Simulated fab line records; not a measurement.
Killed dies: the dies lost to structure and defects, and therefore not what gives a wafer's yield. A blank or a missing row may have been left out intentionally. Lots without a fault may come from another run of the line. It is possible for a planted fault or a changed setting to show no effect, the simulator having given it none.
Matching of chambers || flow n5 finfet || uv cure-01 running N5_BEOL_M7_CURE_74: 3 sister chambers
The step cures SiCOH lowk, time 240 s. 3 wafers are shown with their chamber, then 7 later ones without.

WAFERS, EACH WITH ITS CHAMBER
{"wafer": "L081.5", "chamber": 1, "wafer_temp_C_max": 386.0}
{"wafer": "L086.4", "chamber": 2, "wafer_temp_C_max": 388.1}
{"wafer": "L091.4", "chamber": 0, "wafer_temp_C_max": 386.9}

WAFERS WITHOUT THEIR CHAMBER
{"wafer": "L091.6", "wafer_temp_C_max": 387.4}
{"wafer": "L092.3", "wafer_temp_C_max": 387.5}
{"wafer": "L092.4", "wafer_temp_C_max": 388.0}
{"wafer": "L092.6", "wafer_temp_C_max": 386.8}
{"wafer": "L095.2", "wafer_temp_C_max": 387.7}
{"wafer": "L095.4", "wafer_temp_C_max": 386.9}
{"wafer": "L095.6", "wafer_temp_C_max": 387.7}

WHICH CHAMBER EACH ONE RAN IN
{"wafer": "L091.6", "from the rows above": "can't be placed: 0 or 2", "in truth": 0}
{"wafer": "L092.3", "from the rows above": "can't be placed: 0 or 2", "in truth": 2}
{"wafer": "L092.4", "from the rows above": 2, "in truth": 2}
{"wafer": "L092.6", "from the rows above": "can't be placed: 0 or 1", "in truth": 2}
{"wafer": "L095.2", "from the rows above": "can't be placed: 2 or 0", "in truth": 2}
{"wafer": "L095.4", "from the rows above": 0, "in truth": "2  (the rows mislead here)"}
{"wafer": "L095.6", "from the rows above": "can't be placed: 2 or 0", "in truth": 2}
Correctly placed: 1 of 7. Not placeable from these rows: 5 (in 4, the candidates include the true chamber). Wrongly placed: 1.
How it was worked out, from the rows above alone: a wafer's distance from a chamber is the root of the sum, over the readings, of the square of ((its reading less the chamber's mean) divided by the reading's scatter). If the next closest chamber is less than 2 further off than the closest, the wafer can't be placed; otherwise it belongs to the closest. Each chamber's mean is taken over the wafers shown for it. The scatter: root of mean squared gap, hidden wafer to nearest shown wafer, with one shown wafer a chamber.
